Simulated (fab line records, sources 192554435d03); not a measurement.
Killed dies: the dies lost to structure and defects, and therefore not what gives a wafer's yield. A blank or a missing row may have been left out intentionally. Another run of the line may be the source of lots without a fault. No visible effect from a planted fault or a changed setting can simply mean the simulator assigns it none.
8D (eight disciplines) problem report, filled in by code	flow n5 finfet	the parts of the form that need people (team, actions taken, sign-off) are left out

1. WHAT IS WRONG
M9_ILD_THK at N5_BEOL_M9_THK_MEAS_01 reads a mean of 232 nm on 1 wafer of 1 lot; wafers without a fault read 269 nm with a standard deviation of 3.2. That puts it -12 standard deviations away from the usual mean.
First observed at day 13 11:55: wafer L730.1, on film metro-02. At this step, 30 wafers from 10 lots have a number in the record. By rule, "out" or "out of limits" means more than 4 standard deviations away from the usual mean. Any other wafer with a number is counted as sound.

2. WHAT IT IS, WHAT IT ISN'T
question	is	is not
which readings at this step	M9_ILD_THK	-
which lots	L730	L715, L716, L720, L721, L722, L725, L734, L735, L736
which wafers of those lots	L730.1	L730.2, L730.5
read on which gauges	film metro-02	film metro-01
when	from day 13 11:55	up to then (20 sound wafers); but 9 sound wafers of L734, L735, L736 came after

3. WHAT RULES OUT EACH SUSPECT
Counting: any tool at a process step up to the reading remains a suspect provided it ran every lot that is out. Sound lots after the first of them don't rule it out here, since some wafers of a struck lot are sound.
- the gauge at N5_BEOL_M9_THK_MEAS_01: kept. All the wafers that are out were read on film metro-02, and no step on other tools shows them out.
- rie diel-06 at N5_BEOL_M8_ETCH_65 (etches SiARC in CF4, target depth 15.6 nm, time 26 s): kept. It ran the lot that is out, L730 (day 13 06:46); its last sound lot up to then is L715 (day 9 08:23).
- ald metal-03 at N5_BEOL_M8_ALD_77 (deposits TaN, target thk 2 nm, pulse time 2 s, purge time 3 s): kept. It ran the lot that is out, L730 (day 13 07:59); its last sound lot up to then is L725 (day 11 20:56).
- pecvd-01 at N5_BEOL_M9_ILD_DEP_00 (deposits SiCOH lowk from DEMS/porogen, target thk 308.51 nm, time 58 s): kept. It ran the lot that is out, L730 (day 13 11:20); its last sound lot up to then is L722 (day 11 22:16).
- The sound lot-mates ran in chamber 1 of ald metal-03 at N5_BEOL_M8_ALD_77, but the wafers that are out ran in chamber 3.
- The sound lot-mates ran in chamber 2 of pecvd-01 at N5_BEOL_M9_ILD_DEP_00, but the wafers that are out ran in chamber 0.
Left after counting: rie diel-06 at N5_BEOL_M8_ETCH_65, ald metal-03 at N5_BEOL_M8_ALD_77, pecvd-01 at N5_BEOL_M9_ILD_DEP_00, film metro-02 at N5_BEOL_M9_THK_MEAS_01.

4. THE CAUSE (what the simulator had put in)
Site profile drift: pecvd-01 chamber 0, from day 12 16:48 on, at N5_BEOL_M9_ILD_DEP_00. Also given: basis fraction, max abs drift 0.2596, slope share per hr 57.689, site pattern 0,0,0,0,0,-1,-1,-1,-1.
4 suspects survive the count, and this tool is in that group.

5. THE EFFECT CHAIN, in route order
One row per reading whose mean, taken over the struck wafers that have a number, lies over 3 standard deviations from the usual. Scope: only readings with a usual standard deviation given in the record; hours: median across lots of the time from each lot's start at the first step in this table that gives one to its start at this step; sigmas: change in usual standard deviations.
hours	step	reading	usual	on struck wafers	change	sigmas
0	N5_BEOL_M9_THK_MEAS_01	M9_ILD_THK	269 nm	232	-37	-12
Later measuring or inspecting steps at which every struck wafer that the step has a row for has a number for every such reading, and none has moved that far: N5_BEOL_M9_CD_MEAS_11.

6. WHAT WOULD HAVE CAUGHT IT SOONER
19 hours passed between the start of the fault at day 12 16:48 and the first reading out of limits at a measuring or inspecting step in this record, taken at day 13 11:55.
Of the tool readings at N5_BEOL_M9_ILD_DEP_00 for which the record gives a usual standard deviation, none was out on any struck wafer, so an alarm limit of 4 standard deviations on them would not have fired.
Each of the lots that are out, 1 in all, had begun N5_BEOL_M9_ILD_DEP_00 on pecvd-01 no later than day 13 11:55. A hold on the tool at that time would have spared none of them.
